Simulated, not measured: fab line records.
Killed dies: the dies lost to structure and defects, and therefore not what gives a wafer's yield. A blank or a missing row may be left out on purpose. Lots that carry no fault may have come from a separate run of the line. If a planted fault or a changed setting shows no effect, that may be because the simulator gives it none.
Chamber matching | flow n5_finfet | N5_FIN_SAQP_SPACER1_ALD_24 on ald_sin-04 has 4 sister chambers
The step deposits SiO2, target thk 20.3 nm, pulse time 1 s, purge time 2 s. 7 wafers are shown with their chamber, then 8 later ones without.

## EACH WAFER AND ITS CHAMBER
wafer  | chamber | heater_power_w (W) | precursor_pulse_height_rel
L077.5 | 2       | 555                | 0.978
L084.3 | 1       | 479                | 1.005
L084.4 | 3       | 477                | 1.007
L085.3 | 3       | 462                | 1.022
L085.5 | 1       | 462                | 1.005
L085.6 | 0       | 460                | 0.990
L089.1 | 0       | 457                | 1.023

## WAFERS MISSING THEIR CHAMBER
wafer  | heater_power_w (W) | precursor_pulse_height_rel
L089.2 | 478                | 0.992
L089.4 | 562                | 1.003
L094.1 | 468                | 0.986
L094.3 | 557                | 1.043
L094.5 | 460                | 0.982
L097.1 | 559                | 1.003
L097.3 | 473                | 0.965
L097.5 | 468                | 0.995

## THE CHAMBER EACH PASSED THROUGH
wafer  | from the rows above          | in truth
L089.2 | can't be placed: 1 or 3 or 0 | 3
L089.4 | 2                            | 2
L094.1 | can't be placed: 1 or 0 or 3 | 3
L094.3 | 2                            | 2
L094.5 | can't be placed: 0 or 1 or 3 | 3
L097.1 | 2                            | 2
L097.3 | can't be placed: 1 or 0 or 3 | 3
L097.5 | can't be placed: 1 or 0 or 3 | 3
Placed correctly: 3 of 8. Can't be placed from these rows: 5 (the true chamber is among the candidates in 5). Placed wrongly: 0.
How it was worked out, from the rows above alone: a wafer's distance from a chamber is the root of the sum, over the readings, of the square of ((its reading less the chamber's mean) divided by the reading's scatter). If the next closest chamber is less than 2 further off than the closest, the wafer can't be placed; otherwise it belongs to the closest. The mean given for a chamber averages the wafers shown for that chamber. The scatter: the root of (the sum of the squares of (reading less its chamber's mean) over the shown wafers, divided by (wafers less chambers)).
